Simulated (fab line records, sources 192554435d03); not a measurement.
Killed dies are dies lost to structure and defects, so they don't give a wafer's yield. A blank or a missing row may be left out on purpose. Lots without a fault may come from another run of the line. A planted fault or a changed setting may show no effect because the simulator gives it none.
A struck lot beside a sound one | flow n5_finfet | 16 steps out of a route of 1938
Sound: wafers L557.1, L557.2, L557.6. Struck: wafers L565.1, L565.4, L565.6. The cause comes at the end.
At each step with rows: each side's tool, then ch and its chambers, then its first start. Under that, the readings that differ: sound wafers | struck wafers | difference of the means | sigmas: that difference in standard deviations of wafers without a fault.
alike: readings whose means differ by less than 2 such deviations, and words and numbers that are the same on both sides. not compared: withheld readings, readings that some wafer has no value for, bounds like >300 that may hide the same value, and numbers for which the record gives no deviation and whose values overlap.
The two part at a step that has a row with sigmas, a row that says differs or no value, or rows on one side only. Numbers that don't overlap but have no deviation are shown without sigmas and don't part them. A reading that every wafer of one side lacks parts them only if that side has two wafers or more.

N5_BEOL_M1_SPUTTER_81: material Cu, target thk 4.5 nm, time 8.29 s.
  sound on pvd_sputter-03, day 7 20:56; struck on pvd_sputter-03, day 9 16:18
  alike: chamber_pressure_pa, chuck_gas_flow_sccm, throttle_valve_pct
N5_BEOL_M1_ANNEAL_82: time 240 s.
  sound on pvd_sputter-03, day 7 21:01; struck on pvd_sputter-03, day 9 16:23
  alike: heater_power_w
then, 1 step without rows for these wafers: N5_BEOL_M1_SPUTTER_86 (material Cu, target thk 4.5 nm, time 8.29 s).
N5_BEOL_M1_ANNEAL_87: time 240 s.
  sound on pvd_sputter-03, day 7 21:14; struck on pvd_sputter-03, day 9 16:38
  alike: heater_power_w
then, 4 steps without rows for these wafers: N5_BEOL_M1_SPUTTER_88 (material Cu, target thk 4.5 nm, time 8.29 s); N5_BEOL_M1_ANNEAL_89 (time 240 s); N5_BEOL_M1_SPUTTER_90 (material Cu, target thk 4.5 nm, time 8.29 s); N5_BEOL_M1_ANNEAL_91 (time 240 s).
N5_BEOL_M1_SPUTTER_92: material Cu, target thk 4.5 nm, time 8.29 s.
  sound on pvd_sputter-03, day 7 21:49; struck on pvd_sputter-03, day 9 17:17
  alike: chamber_pressure_pa, chuck_gas_flow_sccm, throttle_valve_pct
then, 2 steps without rows for these wafers: N5_BEOL_M1_ANNEAL_93 (time 240 s); N5_BEOL_M1_SPUTTER_94 (material Cu, target thk 4.5 nm, time 8.29 s).
N5_BEOL_M1_ANNEAL_95: time 240 s.
  sound on pvd_sputter-03, day 7 22:07; struck on pvd_sputter-03, day 9 17:38
  alike: heater_power_w
N5_BEOL_M1_SPUTTER_96: material Cu, target thk 4.5 nm, time 8.29 s.
  sound on pvd_sputter-03, day 7 22:16; struck on pvd_sputter-03, day 9 17:47
  no value came back on the struck wafers for chamber_pressure_pa (Pa), chuck_gas_flow_sccm (sccm), throttle_valve_pct (%); on the sound wafers chamber_pressure_pa (Pa) reads 0.06977 0.07015 0.0701
then, 1 step without rows for these wafers: N5_BEOL_M1_ECD_50 (material Cu, target thk 300 nm).
N5_BEOL_M4_RC_MEAS_101:
  sound on prober-01 ch 0, day 9 11:52; struck on prober-02 ch 0, day 11 02:33
  reading       | sound          | struck         | difference | sigmas
  SS_N (mV/dec) | 70.7 71.1 70.5 | 71.9 71.5 72.3 | +1.1       | +2
  alike: DIBL_N, DIBL_P, IOFF_N, IOFF_P, ION_N, ION_P, SS_P, VT_N, VT_P
-- the record jumps here: 4 days lie between the struck wafers' starts before and after (it left off in module BEOL_M4 and takes up again in module PASSIVATION, whose first step shown is number 1936 of the route) --
N5_PASSIVATION_PROBE_49:
  sound on prober-01, day 13 23:02; struck on prober-01, day 15 14:15
  alike: defect_limited_yield, killed_at_M0_to_M3, killed_at_M4_up, killed_at_contacts, killed_at_front_end, killed_at_other, killed_dies, killed_open, killed_short, sort_bin_5_function, sort_bin_6_memory, sort_n_pass, sort_yield_pct

WHERE THEY PART
First at N5_BEOL_M1_SPUTTER_96; last, within this record, at N5_BEOL_M4_RC_MEAS_101. Later steps at which nothing parts them and some readings are alike: N5_PASSIVATION_PROBE_49.

WHY: what the simulator had put in
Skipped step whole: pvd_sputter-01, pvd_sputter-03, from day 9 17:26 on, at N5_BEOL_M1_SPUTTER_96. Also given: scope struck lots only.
